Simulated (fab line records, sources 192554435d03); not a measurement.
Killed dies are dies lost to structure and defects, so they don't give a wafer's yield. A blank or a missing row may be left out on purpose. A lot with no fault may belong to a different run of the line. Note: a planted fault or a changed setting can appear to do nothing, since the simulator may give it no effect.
fab line records	flow n5_finfet
record: lots: 7	wafers: 21	last_day: 18
route steps=1938 shown BEOL_M6@1219
lots that met no fault: taken from a fault-free run of the same line
start_h: the number of hours between the record's first day and the start of the first shown wafer of the lot	wait_h: time in hours since the lot's previous step	" identical to the entry in the row above	L1.1+2: a single row standing in for several wafers	- no value present, or no start provided	* or withheld: withheld	< > ~ a bound
route shown NAME@n: names a module that has steps shown in the file, with the first one's number in the route	usual: average and standard deviation across the fault-free wafers	same: alike in all rows	chamber/n: place in a boat	sites: the reading at each site	_std_site: the standard deviation of these	_edge_site: inner sites' mean taken away from outer sites' mean	radius_mm: how far each site lies from the wafer's centre	mask NAME#n: copy n	behind: the most recent tool/chamber to have shaped the wafer	hold: the reason the lot was held/the length of the hold in hours/how it ended	device: names the non-switching transistor (n, p or np)	end of line: the same wafers' tests at the end of the route	step lacking rows: just its recipe	killed: count of dies lost to structure and defects at first sort (not the wafer's yield)	map: dies across one wafer; x = killed, . = not, _ = none there
set.NAME: the setting the step ran with; set.NAME@STEP: the setting that earlier step ran with	model.NAME: the simulator's own value behind a step, which no gauge read
lots at selected steps of the route; one table per step, one row per wafer
services: the hour from which a tool's chamber was out of use, counted from the record's first day as start_h (under 0 if before that day), plus the number of hours and why
== steps ==
step: N5_BEOL_M6_COAT_64
recipe: resist: SiARC	temp_c: 220	time_s: 60	spin_rpm: 1500	resist_thk_nm: 12
step: N5_BEOL_M6_COAT_71
recipe: resist: underlayer	temp_c: 205	time_s: 60	spin_rpm: 1500	resist_thk_nm: 5
step: N5_BEOL_M6_COAT_22
recipe: resist: CAR-EUV	spin_rpm: 1500	resist_thk_nm: 30
step: N5_BEOL_M6_EBR_24
recipe: solvent: PGMEA	ebr_width_mm: 1.5
step: N5_BEOL_M6_SOFTBAKE_23
recipe: temp_c: 110	time_s: 60	resist: CAR-EUV
step: N5_BEOL_M6_EXPOSE_25
recipe: mask_id: V5	na: 0.33	source_shape: annular	sigma_inner: 0.4	sigma_outer: 0.8	polarization: unpolarized	target_cd_nm: 40	dose_mj: 45
step: N5_BEOL_M6_PEB_26
recipe: peb_temp_c: 100	peb_time_s: 60	resist: CAR-EUV
step: N5_BEOL_M6_DEVELOP_27
recipe: develop_time_s: 30	developer: TMAH	resist: CAR-EUV	rinse_liquid: surfactant_rinse	dry: air_spin	dev_temp_c: 23
step: N5_BEOL_M6_CD_MEAS_28
recipe: target_cd_nm: 40	landing_energy_ev: 500	detector: se_inlens
usual: cd_nm: 39.98/0.25
lot.wafer	tool	chamber	start_h	wait_h	cd_nm
L957.1	cd_sem-02	0	228.36	-	39.79
L957.5	"	0	"	"	40.36
L957.6	"	0	"	"	39.69
L960.2	cd_sem-03	0	253.00	-	40.16
L960.3	"	0	"	"	39.74
L960.6	"	0	"	"	40.45
L962.2	cd_sem-01	0	272.18	-	40.34
L962.3	"	0	"	"	40.22
L962.6	"	0	"	"	39.87
L963.2	cd_sem-03	0	277.15	-	39.82
L963.3	"	0	"	"	40.09
L963.5	"	0	"	"	40.02
L967.3	cd_sem-03	0	285.75	-	40.11
L967.5	"	0	"	"	40.04
L967.6	"	0	"	"	40.62
L972.2	cd_sem-02	0	323.08	-	40.23
L972.3	"	0	"	"	39.62
L972.5	"	0	"	"	39.69
L975.2	cd_sem-02	0	338.46	-	40.42
L975.3	"	0	"	"	40.08
L975.5	"	0	"	"	40.20
step: N5_BEOL_M6_OVL_MEAS_29
recipe: points_per_wafer: 522
usual: V5_OVL: 0.0/0.59
lot.wafer	tool	chamber	start_h	wait_h	V5_OVL[nm]
L957.1	overlay-02	0	228.39	0.0	-0.4
L957.5	"	0	"	"	0.1
L957.6	"	0	"	"	0.4
L960.2	overlay-02	0	253.04	0.0	-1.0
L960.3	"	0	"	"	-0.7
L960.6	"	0	"	"	0.6
L962.2	overlay-02	0	272.21	0.0	-1.1
L962.3	"	0	"	"	0.5
L962.6	"	0	"	"	-0.7
L963.2	overlay-01	0	277.18	0.0	1.0
L963.3	"	0	"	"	0.2
L963.5	"	0	"	"	-0.5
L967.3	overlay-01	0	285.79	0.0	-0.6
L967.5	"	0	"	"	0.4
L967.6	"	0	"	"	-0.2
L972.2	overlay-02	0	323.12	0.0	0.9
L972.3	"	0	"	"	-0.2
L972.5	"	0	"	"	-0.1
L975.2	overlay-01	0	338.50	0.0	0.2
L975.3	"	0	"	"	-0.4
L975.5	"	0	"	"	-0.4
step: N5_BEOL_M6_INSPECT_30
recipe: mode: adi	inspect_instrument: brightfield
usual: raw_defect_count: 406/94
lot.wafer	tool	chamber	start_h	wait_h	raw_defect_count
L957.1	defect_inspect-02	-	228.45	0.1	444
L957.5	"	-	"	"	417
L957.6	"	-	"	"	341
L960.2	defect_inspect-01	-	253.09	0.0	247
L960.3	"	-	"	"	368
L960.6	"	-	"	"	317
L962.2	defect_inspect-02	-	272.27	0.0	385
L962.3	"	-	"	"	275
L962.6	"	-	"	"	290
L963.2	defect_inspect-02	-	277.24	0.0	520
L963.3	"	-	"	"	468
L963.5	"	-	"	"	352
L967.3	defect_inspect-02	-	285.84	0.0	373
L967.5	"	-	"	"	332
L967.6	"	-	"	"	350
L972.2	defect_inspect-02	-	323.17	0.0	358
L972.3	"	-	"	"	340
L972.5	"	-	"	"	359
L975.2	defect_inspect-02	-	338.55	0.0	625
L975.3	"	-	"	"	463
L975.5	"	-	"	"	648
step: N5_BEOL_M6_DESCUM_33
recipe: chemistry: O2	time_s: 7	source_power_w: 50	bias_power_w: 20	pressure_mtorr: 20	rf_frequency_hz: 2.712e+07	temp_c: 40	resist: CAR-EUV	o2_flow_sccm: 225
usual: drypump_motor_current_A: 5.8/0.34	oes_product_au: 0.79/0.07	rf_vpp_V: 242.9/1.6	showerhead_plenum_p_Torr: 2.08/0.073	temp_c: 40.01/0.11	throttle_valve_pct: 20.43/0.26
lot.wafer	tool	chamber	start_h	wait_h	drypump_motor_current_A	oes_product_au	rf_hours_counter_h	rf_vpp_V	showerhead_plenum_p_Torr	temp_c	throttle_valve_pct
L957.1	rie_diel-01	0	228.65	0.2	6.0	0.80	115	241.8	2.02	39.95	20.17
L957.5	"	2	"	"	6.2	0.69	-	242.6	2.08	39.92	20.40
L957.6	"	1	"	"	5.9	0.67	-	242.0	2.07	39.95	20.56
L960.2	rie_diel-01	3	254.55	1.5	5.7	0.76	150	242.3	2.01	39.92	20.67
L960.3	"	2	"	"	6.2	0.69	236	243.4	2.07	40.10	20.42
L960.6	"	2	"	"	6.2	0.69	-	243.3	2.07	40.02	20.43
L962.2	rie_diel-01	3	272.30	0.0	5.7	0.74	157	241.9	2.01	39.91	20.70
L962.3	"	0	"	"	6.0	0.78	134	242.1	2.02	39.82	20.22
L962.6	"	3	"	"	5.7	0.74	-	241.8	2.01	40.04	20.69
L963.2	rie_diel-01	1	277.27	0.0	5.9	0.93	7	242.1	2.06	40.20	20.17
L963.3	"	0	"	"	6.1	0.77	136	241.9	2.02	40.01	20.20
L963.5	"	0	"	"	6.1	0.77	-	240.8	2.02	39.76	20.20
L967.3	rie_diel-01	0	285.87	0.0	6.1	0.78	139	241.5	2.02	40.07	20.21
L967.5	"	0	"	"	6.1	0.78	-	242.1	2.02	40.10	20.22
L967.6	"	3	"	"	5.7	0.74	-	242.9	2.00	40.06	20.70
L972.2	rie_diel-03	2	323.21	0.0	5.5	0.72	195	243.9	2.17	39.74	20.92
L972.3	"	1	"	"	6.4	0.84	63	242.3	2.03	39.98	20.06
L972.5	"	1	"	"	6.4	0.84	-	243.1	2.03	39.87	20.08
L975.2	rie_diel-04	0	338.58	0.0	5.5	0.80	122	241.0	2.02	40.01	20.18
L975.3	"	2	"	"	5.6	0.72	232	244.0	2.14	40.06	20.85
L975.5	"	3	"	"	5.7	0.78	-	244.1	2.20	40.05	20.58
step: N5_BEOL_M6_ETCH_72
recipe: chemistry: N2/H2	target: underlayer	target_depth_a: 65	mask_material: CAR-EUV	time_s: 5.2	ion_energy_ev: 200	pressure_mtorr: 30	source_w: 840	bias_w: 150	n2_flow_sccm: 200	h2_flow_sccm: 200	ends: cleared
usual: drypump_motor_current_A: 5.8/0.34	etch_rf_on_time_s: 5.20/0.093	n2_flow_sccm: 200.0/0.65	oes_product_au: 0.67/0.06	rf_vpp_V: 523.4/3	showerhead_plenum_p_Torr: 2.52/0.092	throttle_valve_pct: 17.86/0.25
lot.wafer	tool	chamber	start_h	wait_h	drypump_motor_current_A	etch_rf_on_time_s	n2_flow_sccm	oes_product_au	rf_hours_counter_h	rf_vpp_V	showerhead_plenum_p_Torr	throttle_valve_pct
L957.1	rie_diel-01	0	228.69	0.0	6.1	5.19	201.1	0.69	115	522.0	2.45	17.64
L957.5	"	2	"	"	6.2	5.34	200.6	0.58	-	520.2	2.51	17.86
L957.6	"	1	"	"	6.0	5.23	199.4	0.58	-	523.1	2.51	17.94
L960.2	rie_diel-01	3	254.59	0.0	5.7	5.12	199.6	0.63	150	521.3	2.44	18.11
L960.3	"	2	"	"	6.2	5.40	199.9	0.58	236	523.3	2.51	17.89
L960.6	"	2	"	"	6.2	5.35	199.0	0.58	-	522.1	2.51	17.87
L962.2	rie_diel-01	3	272.34	0.0	5.7	6.59	199.9	0.56	157	520.2	2.44	18.10
L962.3	"	0	"	"	6.1	6.72	199.3	0.58	134	522.3	2.44	17.63
L962.6	"	3	"	"	5.7	5.06	199.3	0.66	-	520.2	2.44	18.11
L963.2	rie_diel-01	1	277.30	0.0	6.0	6.68	200.1	0.70	7	522.0	2.50	17.47
L963.3	"	0	"	"	6.1	6.80	200.1	0.59	136	520.9	2.44	17.64
L963.5	"	0	"	"	6.1	5.23	199.9	0.67	-	520.3	2.44	17.68
L967.3	rie_diel-01	0	285.90	0.0	6.0	6.70	198.6	0.59	139	519.8	2.44	17.65
L967.5	"	0	"	"	6.0	5.18	199.4	0.68	-	519.7	2.44	17.68
L967.6	"	3	"	"	5.7	5.08	200.1	0.64	-	521.7	2.43	18.10
L972.2	rie_diel-03	2	323.24	0.0	5.5	5.17	200.9	0.62	195	527.9	2.63	18.23
L972.3	"	1	"	"	6.3	5.10	199.8	0.71	63	521.5	2.48	17.56
L972.5	"	1	"	"	6.4	5.08	200.0	0.72	-	521.6	2.48	17.54
L975.2	rie_diel-04	0	338.62	0.0	5.5	5.16	199.8	0.68	122	520.0	2.45	17.56
L975.3	"	2	"	"	5.6	5.39	200.8	0.60	232	529.7	2.61	18.27
L975.5	"	3	"	"	5.7	5.33	199.8	0.66	-	526.7	2.67	17.92
step: N5_BEOL_M6_ETCH_65
recipe: chemistry: CF4	target: SiARC	target_depth_a: 156	mask_material: CAR-EUV	time_s: 26	ion_energy_ev: 80	pressure_mtorr: 40	source_w: 545	bias_w: 36	Ar_flow_sccm: 100	cf4_flow_sccm: 100	ends: cleared
usual: drypump_motor_current_A: 5.8/0.34	etch_rf_on_time_s: 26.0/0.51	oes_product_au: 0.67/0.06	rf_vpp_V: 183.9/1.2	showerhead_plenum_p_Torr: 2.13/0.075	throttle_valve_pct: 15.61/0.27
lot.wafer	tool	chamber	start_h	wait_h	drypump_motor_current_A	etch_rf_on_time_s	oes_product_au	rf_hours_counter_h	rf_vpp_V	showerhead_plenum_p_Torr	throttle_valve_pct
L957.1	rie_diel-01	0	228.71	0.0	6.1	26.3	0.68	115	182.2	2.06	15.28
L957.5	"	2	"	"	6.2	26.9	0.59	-	183.1	2.12	15.60
L957.6	"	1	"	"	5.9	26.1	0.57	-	182.7	2.11	15.75
L960.2	rie_diel-01	3	254.61	0.0	5.7	25.5	0.64	150	182.5	2.06	15.85
L960.3	"	2	"	"	6.2	27.1	0.57	236	184.6	2.11	15.61
L960.6	"	2	"	"	6.2	27.0	0.58	-	183.6	2.11	15.62
L962.2	rie_diel-01	3	272.35	0.0	5.7	25.1	0.65	157	183.8	2.06	15.85
L962.3	"	0	"	"	6.1	26.2	0.67	134	183.7	2.06	15.32
L962.6	"	3	"	"	5.7	25.2	0.64	-	183.1	2.06	15.84
L963.2	rie_diel-01	1	277.32	0.0	5.9	25.4	0.82	7	183.1	2.10	15.26
L963.3	"	0	"	"	6.1	26.1	0.67	136	184.0	2.06	15.32
L963.5	"	0	"	"	6.1	26.1	0.66	-	182.8	2.06	15.35
L967.3	rie_diel-01	0	285.92	0.0	6.1	26.1	0.66	139	182.6	2.05	15.35
L967.5	"	0	"	"	6.1	25.9	0.67	-	182.2	2.05	15.34
L967.6	"	3	"	"	5.8	25.2	0.64	-	183.0	2.06	15.87
L972.2	rie_diel-03	2	323.26	0.0	5.5	25.9	0.62	195	184.4	2.21	16.04
L972.3	"	1	"	"	6.3	25.8	0.72	63	184.3	2.09	15.30
L972.5	"	1	"	"	6.4	25.6	0.72	-	182.5	2.09	15.30
L975.2	rie_diel-04	0	338.64	0.0	5.5	25.4	0.69	122	184.0	2.07	15.37
L975.3	"	2	"	"	5.6	26.2	0.60	232	184.2	2.20	16.15
L975.5	"	3	"	"	5.6	26.2	0.66	-	186.0	2.25	15.75
== services ==
tool	chamber	start_h	hours	kind
rie_diel-04	1	209.09	6.8	repair
rie_diel-03	2	212.85	15.3	repair
rie_diel-04	-	240.08	14.6	pm
rie_diel-01	1	244.09	-	clean
rie_diel-01	1	244.09	-	consumable_replace:focus_ring
rie_diel-01	1	244.09	13.9	scheduled_down
rie_diel-01	1	244.09	13.9	vent_cycle
rie_diel-01	2	290.57	-	clean
rie_diel-01	2	290.57	-	consumable_replace:focus_ring
rie_diel-01	2	290.57	21.6	scheduled_down
rie_diel-01	2	290.57	21.6	vent_cycle
== key ==
first_sign: step: N5_BEOL_M6_ETCH_72	reading: etch_rf_on_time_s	direction: up	sigmas: 16	usual: *	struck: *
effect none on later readings
met_at N5_BEOL_M6_ETCH_72
struck_wafers L962.2,L962.3,L963.2,L963.3,L967.3
onset_between 254.59 272.34
fault: kind: process_parameter_drift	tool: rie_diel-01	chamber: -	onset_h: 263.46	steps: N5_BEOL_M6_ETCH_72	channel: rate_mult	offset: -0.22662	shape: step	end_h: 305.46	scope: struck_wafers_only
